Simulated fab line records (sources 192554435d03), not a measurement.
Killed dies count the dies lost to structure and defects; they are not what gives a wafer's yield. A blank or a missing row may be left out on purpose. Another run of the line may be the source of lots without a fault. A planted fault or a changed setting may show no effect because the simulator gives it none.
Struck lot and sound lot, side by side || flow n5-finfet || 27 steps out of a route of 1938
Sound: wafers L318.1, L318.2, L318.3. Wafers L327.2, L327.3, L327.4 were the ones struck. At the end, the cause is stated.
Per side, at each step with rows, come the tool, then ch with its chambers, and then its first start. Under that, the readings that differ: sound wafers || struck wafers || difference of the means || sigmas: that difference in standard deviations of wafers without a fault.
alike: words and numbers the same on both sides, and readings whose means are apart by under 2 such deviations; not compared: readings that were withheld, readings missing a value for some wafer, numbers with overlapping values and no deviation given by the record, and bounds like >300 which may hide the same value.
Wherever a step has rows on one side only, a row that says differs or no value, or a row with sigmas, the two part there. When numbers do not overlap yet have no deviation, they are printed without sigmas and do not part them. Lack of a reading on every wafer of one side parts them only where that side has two or more wafers.

first, 1 step without rows for these wafers: N5_BEOL_M15_STRIP_63 (strips in O2).
N5_BEOL_M15_STRIP_64: strips in O2.
  sound on rie-diel-06 ch 0,1,3; struck on rie-diel-06 ch 0,1,3
  alike: drypump-motor-current-A, oes-product-au, rf-vpp-V, showerhead-plenum-p-Torr, throttle-valve-pct
  not compared: rf-hours-counter-h
then, 2 steps without rows for these wafers: N5_BEOL_M15_STRIP_65 (strips in post etch residue remover, time 60 s); N5_BEOL_M15_SRD_66 (time 30 s, dry time 30 s).
N5_BEOL_M15_CD_MEAS_17 targets a cd of 360 nm.
  sound on cd-sem-02 at day 12 06:40; struck on cd-sem-02 at day 14 11:14
  alike: cd-nm
then, 1 step without rows for these wafers: N5_BEOL_M15_COAT_56 (time 60 s, resist thk 550 nm).
N5_BEOL_M15_ETCH_57: etches SOC in N2/H2, time 750 s.
  sound on rie-diel-05 ch 1,2,3, day 12 07:03; struck on rie-diel-03 ch 0,1,2, day 14 11:25
  alike: drypump-motor-current-A, oes-product-au, rf-vpp-V, showerhead-plenum-p-Torr, throttle-valve-pct
  not compared: rf-hours-counter-h
then, 5 steps without rows for these wafers: N5_BEOL_M15_COAT_60 (time 60 s, resist thk 89 nm); N5_BEOL_M15_COAT_22 (resist thk 800 nm); N5_BEOL_M15_EBR_24; N5_BEOL_M15_SOFTBAKE_23 (time 60 s); N5_BEOL_M15_EXPOSE_25 (exposes mask M15, target cd 400 nm).
N5_BEOL_M15_PEB_26: peb time 90 s.
  sound on litho-track-03 ch 0, day 12 07:43; struck on litho-track-03 ch 0, day 14 12:04
{"reading": "heater-power-total-W (W)", "sound": "171.3 171.6 173.7", "struck": "166.5 164.7 168.1", "difference": -5.8, "sigmas": -7}
{"reading": "plate-temp-C (C)", "sound": "130.02 129.83 129.82", "struck": "126.59 126.54 126.59", "difference": -3.32, "sigmas": -28}
then, 2 steps without rows for these wafers: N5_BEOL_M15_DEVELOP_27 (develop time 45 s); N5_BEOL_M15_HARDBAKE_32 (time 120 s).
N5_BEOL_M15_CD_MEAS_28 targets a cd of 407.6 nm.
  sound on cd-sem-02 ch 0, day 12 07:50; struck on cd-sem-03 ch 0, day 14 12:11
{"reading": "cd-nm (nm)", "sound": "405.6 406.5 406.0", "struck": "391.7 392.1 392.9", "difference": -13.8, "sigmas": -6}
N5_BEOL_M15_OVL_MEAS_29:
  sound on overlay-02 ch 0, day 12 07:52; struck on overlay-02 ch 0, day 14 12:13
  alike: M15_OVL
N5_BEOL_M15_INSPECT_30: inspects for defects (macro).
  sound on defect-inspect-01 at day 12 07:53; struck on defect-inspect-01 at day 14 12:14
  alike: raw-defect-count
N5_BEOL_M15_DESCUM_33: chemistry O2, time 7.9 s.
  sound on rie-diel-03 ch 0,2,3, day 12 07:55; struck on rie-diel-03 ch 0,2,3, day 14 12:17
{"reading": "model.BEOL_M15.cd-nm (nm)", "sound": "405.4 406.2 406", "struck": "391.8 392.2 393", "difference": -13.5, "sigmas": ""}
  alike: drypump-motor-current-A, oes-product-au, rf-vpp-V, showerhead-plenum-p-Torr, throttle-valve-pct
  not compared: rf-hours-counter-h
N5_BEOL_M15_ETCH_61: etches BARC in N2/H2, target depth 89 nm, overetch 26.7 nm, time 67.9 s.
  sound on rie-diel-03 ch 0,2,3, day 12 07:57; struck on rie-diel-03 ch 0,2,3, day 14 12:19
  alike: drypump-motor-current-A, oes-product-au, rf-vpp-V, showerhead-plenum-p-Torr, throttle-valve-pct
  not compared: rf-hours-counter-h
N5_BEOL_M15_TRENCH_ETCH_34: etches SiO2 in C4F8/O2/Ar, target depth 872.93 nm, time 199 s.
  sound on rie-diel-03 ch 0,2,3, day 12 08:00; struck on rie-diel-03 ch 0,2,3, day 14 12:22
  alike: C4F8_flow_sccm, drypump-motor-current-A, oes_f_703_au, oes-product-au, rf-vpp-V, showerhead-plenum-p-Torr, throttle-valve-pct
  not compared: rf-hours-counter-h
then, 1 step without rows for these wafers: N5_BEOL_M15_STRIP_36 (strips in O2).
N5_BEOL_M15_STRIP_62: strips in O2.
  sound on rie-diel-06 ch 1,2,3; struck on rie-diel-03 ch 0,2,3
  alike: drypump-motor-current-A, oes-product-au, rf-vpp-V, showerhead-plenum-p-Torr, throttle-valve-pct
  not compared: rf-hours-counter-h
then, 1 step without rows for these wafers: N5_BEOL_M15_STRIP_37 (strips in O2).
N5_BEOL_M15_ETCH_38: etches SiCN in CF4/N2, target depth 106.4 nm, time 120.5 s.
  sound on rie-diel-06 ch 1,2,3; struck on rie-diel-03 ch 0,2,3
{"reading": "model.BEOL_M15.cd-nm (nm)", "sound": "397.6 398.2 399.6", "struck": "384 383.6 385.8", "difference": -14, "sigmas": ""}
  alike: drypump-motor-current-A, oes-product-au, rf-vpp-V, showerhead-plenum-p-Torr, throttle-valve-pct
  not compared: rf-hours-counter-h
then, 1 step without rows for these wafers: N5_BEOL_M15_PRECLEAN_39 (cleans in residue remover, time 60 s).
N5_PASSIVATION_PROBE_49:
  sound on prober-01 at day 12 23:56; struck on prober-02 at day 15 04:22
{"reading": "sort_bin_6_memory (%)", "sound": "4.4 3.7 4.6", "struck": "2.8 3.0 2.2", "difference": -1.6, "sigmas": -3}
  alike: defect-limited-yield, killed_at_M0_to_M3, killed_at_M4_up, killed-at-contacts, killed-at-front-end, killed-at-other, killed-dies, killed-open, killed-short, sort_bin_5_function, sort_bin_8_speed, sort-n-pass, sort-yield-pct

## WHERE THEY PART
First at N5_BEOL_M15_PEB_26; last, within this record, at N5_PASSIVATION_PROBE_49.

WHY: what the simulator had put in
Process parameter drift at N5_BEOL_M15_PEB_26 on litho-track-03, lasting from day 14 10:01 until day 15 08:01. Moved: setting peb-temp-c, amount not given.
